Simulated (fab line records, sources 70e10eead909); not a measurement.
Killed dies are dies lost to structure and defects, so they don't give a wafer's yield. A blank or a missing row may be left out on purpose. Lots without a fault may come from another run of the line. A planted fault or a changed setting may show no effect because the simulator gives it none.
A struck lot beside a sound one | flow nand_harc | 17 steps out of a route of 1302
Sound: wafers L999.1, L999.2, L999.3. Struck: wafers L107.2, L107.4. (L107.5 of the same lot was not struck and is left out.) The cause comes at the end.
At each step with rows: each side's tool, then ch and its chambers, then its first start. Under that, the readings that differ: sound wafers | struck wafers | difference of the means | sigmas: that difference in standard deviations of wafers without a fault.
alike: readings whose means differ by less than 2 such deviations, and words and numbers that are the same on both sides. not compared: withheld readings, readings that some wafer has no value for, bounds like >300 that may hide the same value, and numbers for which the record gives no deviation and whose values overlap.
The two part at a step that has a row with sigmas, a row that says differs or no value, or rows on one side only. Numbers that don't overlap but have no deviation are shown without sigmas and don't part them. A reading that every wafer of one side lacks parts them only if that side has two wafers or more.

NHARC_A_M0_OVL_MEAS_10: pitch 160 nm.
  sound on overlay-01, day 23 03:41; struck on overlay-01, day 27 20:27
  alike: overlay_x_nm, overlay_y_nm
NHARC_A_M0_INSPECT_11:
  sound on defect_inspect-01, day 23 03:44; struck on defect_inspect-02, day 27 20:29
  alike: raw_defect_count
then, 2 steps without rows for these wafers: NHARC_A_M0_DESCUM_14 (chemistry O2, time 3 s); NHARC_A_M0_ETCH_34 (etches the open film in N2/H2, target depth 40 nm, overetch 12 nm, time 43.94 s).
NHARC_A_M0_ETCH_15: etches the open film in C4F8/Ar, target depth 150 nm, overetch 15 nm, time 82.5 s.
  sound on rie_diel-09 ch 0,1,3; struck on rie_diel-05 ch 2,3
  reading                | sound       | struck  | difference | sigmas
  rf_hours_counter_h (h) | 1.8 1.6 1.9 | 2.5 2.4 | +0.7       |
  alike: oes_product_au, rf_vpp_V
NHARC_A_M0_CD_MEAS_16:
  sound on cd_sem-02, day 23 04:05; struck on cd_sem-03, day 27 20:51
  alike: cd_nm
then, 3 steps without rows for these wafers: NHARC_A_M0_STRIP_18 (strips in N2/H2); NHARC_A_M0_STRIP_19 (strips in post etch residue remover, time 600 s); NHARC_A_M0_DEGAS_28 (time 60 s).
NHARC_A_M0_PRE_CLEAN_29: time 30 s.
  sound on pvd_sputter-01; struck on pvd_sputter-03
  alike: heater_power_w
NHARC_A_M0_PVD_20: deposits TaN, target thk 5 nm, time 8.06 s.
  sound on pvd_sputter-01; struck on pvd_sputter-03
  alike: throttle_valve_pct
NHARC_A_M0_PVD_21: deposits Cu, target thk 30 nm, time 20.49 s.
  sound on pvd_sputter-01; struck on pvd_sputter-03
  alike: throttle_valve_pct
NHARC_A_M0_ECD_22: material Cu, target thk 400 nm.
  sound on ecd_cu-02 ch 0,1, day 23 05:16; struck on ecd_cu-01 ch 0,1, day 27 21:53
NHARC_A_M0_ANNEAL_30: time 90 s.
  sound on rtp_anneal-01 ch 0, day 23 05:38; struck on rtp_anneal-01 ch 0, day 27 22:15
  alike: anneal_temp_c, wafer_temp_C_max
NHARC_A_M0_CMP_23: polishes, t overpolish 20 s, target thk 113.75 nm.
  sound on cmp-03 ch 0,2,3, day 23 05:59; struck on cmp-03 ch 1,2, day 27 22:33
  reading                | sound          | struck    | difference | sigmas
  time_to_endpoint_s (s) | 25.8 27.8 26.3 | 41.2 41.0 | +14.5      | +5
  alike: motor_current_A, retaining_ring_pressure_frac
NHARC_A_M0_THK_MEAS_24: measures by xrf.
  sound on film_metro-01, day 23 06:18; struck on film_metro-02, day 27 22:52
  alike: thk_nm
then, 1 step without rows for these wafers: NHARC_END_SORT_01.

WHERE THEY PART
Only at NHARC_A_M0_CMP_23, within this record. Later steps at which nothing parts them and some readings are alike: NHARC_A_M0_THK_MEAS_24.

WHY: what the simulator had put in
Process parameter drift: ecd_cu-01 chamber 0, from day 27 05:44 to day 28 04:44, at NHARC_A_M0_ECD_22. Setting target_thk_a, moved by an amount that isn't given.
